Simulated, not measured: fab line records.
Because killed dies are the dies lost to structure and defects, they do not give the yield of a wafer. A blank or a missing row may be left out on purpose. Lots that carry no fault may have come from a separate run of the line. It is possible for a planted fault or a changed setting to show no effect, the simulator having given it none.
A struck lot beside a sound one :: flow n5 finfet :: 18 steps out of a route of 1938
Sound: the wafers L106.1, L106.2, L106.3. Struck: wafers L115.3, L115.5. (L115.6 of the same lot was not struck and is left out.) The cause comes at the end.
For every step that has rows: the tool of each side, followed by ch and its chambers, followed by its first start. Under that, the readings that differ: sound wafers :: struck wafers :: difference of the means :: sigmas: that difference in standard deviations of wafers without a fault.
alike: a reading whose means differ by less than 2 such deviations, as well as words and numbers matching on both sides. not compared: withheld readings; readings where some wafer has no value; bounds like >300 that might hide an equal value; numbers whose values overlap and for which the record gives no deviation.
Wherever a step has rows on one side only, a row that says differs or no value, or a row with sigmas, the two part there. Numbers that have no deviation but don't overlap get no sigmas and don't part them. A reading that every wafer of one side lacks parts them only if that side has two wafers or more.

N5_BEOL_M3_INSPECT_30: inspects for defects (brightfield).
  sound: defect inspect-02 at day 7 16:32; struck: defect inspect-02 at day 9 19:25
  alike: raw defect count
N5_BEOL_M3_DESCUM_33: chemistry O2, time 7 s.
  sound on rie diel-06 ch 0,1,2, day 7 16:34; struck on rie diel-05 ch 2,3, day 9 19:26
  alike: drypump motor current A, oes product au, rf fwd power W, rf vpp V, showerhead plenum p Torr, throttle valve pct
  not compared: rf hours counter h
then, 1 step without rows for these wafers: N5_BEOL_M3_ETCH_77 (etches underlayer in N2/H2, target depth 6.5 nm, time 5.2 s).
N5_BEOL_M3_ETCH_69: etches SiARC in CF4, target depth 15.6 nm, time 26 s.
  sound on rie diel-06 ch 0,1,2, day 7 16:38; struck on rie diel-05 ch 2,3, day 9 19:29
  alike: drypump motor current A, etch rf on time s, oes product au, rf fwd power W, rf vpp V, showerhead plenum p Torr, throttle valve pct
  not compared: rf hours counter h
N5_BEOL_M3_ALD_98: deposits SiO2, target thk 2.5 nm, pulse time 1 s, co reactant pulse time 1 s.
  sound on ald sin-03 ch 1,2,3, day 7 16:43; struck on ald sin-03 ch 0,3, day 9 19:35
  alike: heater power w, precursor pulse height rel
  not compared: since wet clean h
then, 1 step without rows for these wafers: N5_BEOL_M3_ETCHBACK_99 (etches SiO2 in CHF3, target depth 5 nm, time 10.4 s).
N5_BEOL_M3_ETCH_70: etches SOC in N2/H2, target depth 80 nm, overetch 16 nm, time 120 s.
  sound on rie diel-03 ch 0,1,3, day 7 20:39; struck on rie diel-03 ch 1, day 9 22:50
  alike: drypump motor current A, oes product au, rf fwd power W, rf vpp V, showerhead plenum p Torr, throttle valve pct
  not compared: rf hours counter h
then, 2 steps without rows for these wafers: N5_BEOL_M3_STRIP_71 (strips in N2/H2); N5_BEOL_M3_STRIP_78 (strips in N2/H2).
N5_BEOL_M3_VIA_ETCH_34: etches the open film in C4F6/O2, target depth 69.4 nm, time 65.9 s.
  sound on rie diel-03 ch 0,1,3, day 7 20:45; struck on rie diel-03 ch 1, day 9 22:56
  alike: drypump motor current A, oes product au, rf fwd power W, rf vpp V, showerhead plenum p Torr, throttle valve pct
  not compared: rf hours counter h
then, 2 steps without rows for these wafers: N5_BEOL_M3_STRIP_83 (strips in C4F6/O2); N5_BEOL_M3_STRIP_36 (strips in N2/H2).
N5_BEOL_M3_TRENCH_ETCH_37: etches SiOC in C4F6/O2, target depth 55.555 nm, time 29.2 s.
  sound on rie diel-03 ch 0,1,3, day 7 20:51; struck on rie diel-03 ch 1, day 9 23:02
reading: model.etch.depth nm (nm)
sound: 55.53 54.15 54.72
struck: 69.82 70.71
difference: +15.46
sigmas: 

reading: model.BEOL_M3.feature depth nm (nm)
sound: 55.6 54.2 54.8
struck: 69.8 70.8
difference: +15.4
sigmas: 

reading: model.TiN_of_BEOL_M3_HM_DEP_02.thk nm (nm)
sound: 17.8 17.6 17.8
struck: 17.2 17.4
difference: -0.4
sigmas: 
  alike: drypump motor current A, oes product au, rf fwd power W, rf vpp V, showerhead plenum p Torr, throttle valve pct
  not compared: rf hours counter h
then, 2 steps without rows for these wafers: N5_BEOL_M3_ETCH_41 (etches SiCN in CH3F/O2, target depth 29.9 nm, time 52.5 s); N5_BEOL_M3_STRIP_97 (strips in N2/H2, time 10 s).
N5_BEOL_M3_OCD_MEAS_38:
  sound: ocd-01 at day 7 21:00; struck: ocd-01 at day 9 23:12
reading: trench depth nm (nm)
sound: 55.4 54.0 54.7
struck: 69.8 71.2
difference: +15.8
sigmas: +17
then, 1 step without rows for these wafers: N5_BEOL_M3_HM_STRIP_39 (strips TiN in peroxide tin strip, target depth 25 nm, time 158 s).
N5_BEOL_M4_RC_MEAS_101:
  sound on prober-02 ch 0, day 8 11:58; struck on prober-01 ch 0, day 10 18:52
reading: VT_P (mV)
sound: -251.7 -252.6 -251.0
struck: -247.0 -245.0
difference: +5.8
sigmas: +2
  alike: DIBL_N, DIBL_P, IOFF_N, IOFF_P, ION_N, ION_P, SS_N, SS_P, VT_N

## WHERE THEY PART
At N5_BEOL_M3_OCD_MEAS_38 first; at N5_BEOL_M4_RC_MEAS_101 last (within this record only).

WHY: what the simulator had put in
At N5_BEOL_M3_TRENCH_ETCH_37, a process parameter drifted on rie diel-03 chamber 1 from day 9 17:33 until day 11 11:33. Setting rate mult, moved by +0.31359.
